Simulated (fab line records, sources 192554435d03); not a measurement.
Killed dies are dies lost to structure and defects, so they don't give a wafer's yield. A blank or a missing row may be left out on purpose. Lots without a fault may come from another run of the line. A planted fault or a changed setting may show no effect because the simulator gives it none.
Split-lot experiment | flow n5_finfet | 7 lots, 39 wafers read, on a route of 1938 steps

THE SPLIT
At N5_BEOL_M12_ETCH_59 (etches BARC in N2/H2, target depth 89 nm, overetch 26.7 nm, time 67.9 s), the setting target_depth_a was moved away from the recipe's 890 angstrom on 18 of the 39 wafers read, by -49.9% to +53.5%. The other wafers ran this setting at the recipe's value.

The file shows no step between the split and the reading.

THE READING
coat_of_BEOL_M12_COAT_04.thk_nm (the simulator's own value, which no gauge read), in nm, at N5_BEOL_M12_VIA_ETCH_16 (etches SiOC in C4F8/O2/Ar, target depth 724.8 nm). The file gives no usual value for it. The 21 wafers here that ran the recipe average 124.7 nm, standard deviation 2.6 nm.

wafer  | tool, chamber at the split | target_depth_a as run, angstrom | against the recipe | coat_of_BEOL_M12_COAT_04.thk_nm, nm | against lot-mates on the recipe
L074.1 | rie_diel-04, 3             | 890                             | recipe             | 123.8                               | -
L074.2 | rie_diel-04, 1             | 890                             | recipe             | 126.6                               | -
L074.3 | rie_diel-04, 0             | 445.5                           | -49.9%             | 147.8                               | +23.5
L074.6 | rie_diel-04, 0             | 445.5                           | -49.9%             | 147.8                               | +23.5
L074.4 | rie_diel-04, 2             | 445.5                           | -49.9%             | 147                                 | +22.7
L074.5 | rie_diel-04, 1             | 890                             | recipe             | 122.4                               | -
L075.1 | rie_diel-02, 0             | 521.1                           | -41.4%             | 147.2                               | +21.7
L075.2 | rie_diel-02, 1             | 890                             | recipe             | 127.4                               | -
L075.3 | rie_diel-02, 2             | 521.1                           | -41.4%             | 145                                 | +19.5
L075.4 | rie_diel-02, 3             | 890                             | recipe             | 123.8                               | -
L075.5 | rie_diel-02, 0             | 521.1                           | -41.4%             | 141.6                               | +16.1
L075.6 | rie_diel-02, 3             | 890                             | recipe             | 125.2                               | -
L076.1 | rie_diel-02, 0             | 890                             | recipe             | 125                                 | -
L076.2 | rie_diel-02, 2             | 727.8                           | -18.2%             | 134.6                               | +8.3
L076.3 | rie_diel-02, 1             | 890                             | recipe             | 129.6                               | -
L076.4 | rie_diel-02, 3             | 727.8                           | -18.2%             | 134.2                               | +7.9
L076.5 | rie_diel-02, 2             | 890                             | recipe             | 124.2                               | -
L076.6 | rie_diel-02, 1             | 727.8                           | -18.2%             | 131.4                               | +5.1
L079.1 | rie_diel-02, 0             | 890                             | recipe             | 129.6                               | -
L079.2 | rie_diel-02, 3             | 1366                            | +53.5%             | 109                                 | -18.0
L079.3 | rie_diel-02, 2             | 1366                            | +53.5%             | 103.4                               | -23.6
L079.4 | rie_diel-02, 1             | 1366                            | +53.5%             | 100.4                               | -26.6
L079.5 | rie_diel-02, 0             | 890                             | recipe             | 124.4                               | -
L079.6 | rie_diel-02, 3             | 890                             | recipe             | 127                                 | -
L086.1 | rie_diel-05, 3             | 890                             | recipe             | 127.6                               | -
L086.2 | rie_diel-05, 0             | 890                             | recipe             | 125.4                               | -
L086.3 | rie_diel-05, 1             | 1079                            | +21.2%             | 116.2                               | -9.7
L086.4 | rie_diel-05, 2             | 1079                            | +21.2%             | 111.4                               | -14.5
L086.5 | rie_diel-05, 1             | 890                             | recipe             | 124.8                               | -
L086.6 | rie_diel-05, 0             | 1079                            | +21.2%             | 113                                 | -12.9
L092.1 | rie_diel-04, 0             | 890                             | recipe             | 122.4                               | -
L092.5 | rie_diel-04, 1             | 890                             | recipe             | 122.2                               | -
L092.6 | rie_diel-04, 0             | 890                             | recipe             | 119.4                               | -
L097.1 | rie_diel-02, 1             | 1206                            | +35.5%             | 111                                 | -11.9
L097.2 | rie_diel-02, 0             | 890                             | recipe             | 124                                 | -
L097.3 | rie_diel-02, 2             | 1206                            | +35.5%             | 108.8                               | -14.1
L097.4 | rie_diel-02, 0             | 890                             | recipe             | 120.8                               | -
L097.5 | rie_diel-02, 1             | 890                             | recipe             | 123.8                               | -
L097.6 | rie_diel-02, 2             | 1206                            | +35.5%             | 104.2                               | -18.7

THE FIT
A straight line over all 39 wafers: coat_of_BEOL_M12_COAT_04.thk_nm changes by -0.444 nm for each +1% of target_depth_a; r = -0.97; the points scatter about the line by 2.8 nm.
The same after taking each lot's own level away (the mean of its wafers on the recipe; 39 wafers): -0.449 nm for each +1%; r = -0.98; scatter 2.3 nm.
On that fit, the largest move of target_depth_a shifts the reading by 24 nm.
The lots' own levels span 121.33 to 127.00 nm, that is 2.2 times the standard deviation above.
So the lot-to-lot level changes the slope little: the two slopes agree.
Check: with one of the wafers moved furthest among these (+53.5%) left out of the fit, the line predicts -24.9 nm for it against its lot-mates. It came out at -18 nm against them.

OTHER SPLITS ON THESE WAFERS
These wafers also went through other splits before the reading. Each is held against what the fit with the lots' levels taken away leaves over:
other split on the same wafers     | wafers away from the commonest value | r with coat_of_BEOL_M12_COAT_04.thk_nm (lot level and that fit taken away)
N5_BEOL_M7_ILD_DEP_00 target_thk_a | 18                                   | +0.15
N5_BEOL_M8_ETCH_66 target_depth_a  | 15                                   | +0.02

THE WHOLE CHAIN: every reading that the file lists as answering this split, in the file's order
step                    | what it does                                                            | reading                                                                          | change (the file's fit)                                                              | r (the file's)
N5_BEOL_M12_ETCH_59     | etches BARC in N2/H2, target depth 89 nm, overetch 26.7 nm, time 67.9 s | etch.depth_nm (the simulator's own value, which no gauge read)                   | not straight: 72.52 at the lowest setting, 88.99 at the recipe, 88.74 at the highest | not given
N5_BEOL_M12_ETCH_59     | etches BARC in N2/H2, target depth 89 nm, overetch 26.7 nm, time 67.9 s | coat_of_BEOL_M12_COAT_04.thk_nm (the simulator's own value, which no gauge read) | -0.473 nm for each +1% of the setting                                                | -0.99
N5_BEOL_M12_VIA_ETCH_16 | etches SiOC in C4F8/O2/Ar, target depth 724.8 nm                        | coat_of_BEOL_M12_COAT_04.thk_nm (the simulator's own value, which no gauge read) | -0.449 nm for each +1% of the setting                                                | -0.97
N5_BEOL_M12_STRIP_63    | strips in N2/H2                                                         | strip_time_to_endpoint_s                                                         | withheld for each +1% of the setting                                                 | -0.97

THE FILE'S OWN FIT
coat_of_BEOL_M12_COAT_04.thk_nm changes by -0.449 nm for each +1% of target_depth_a, r = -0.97.
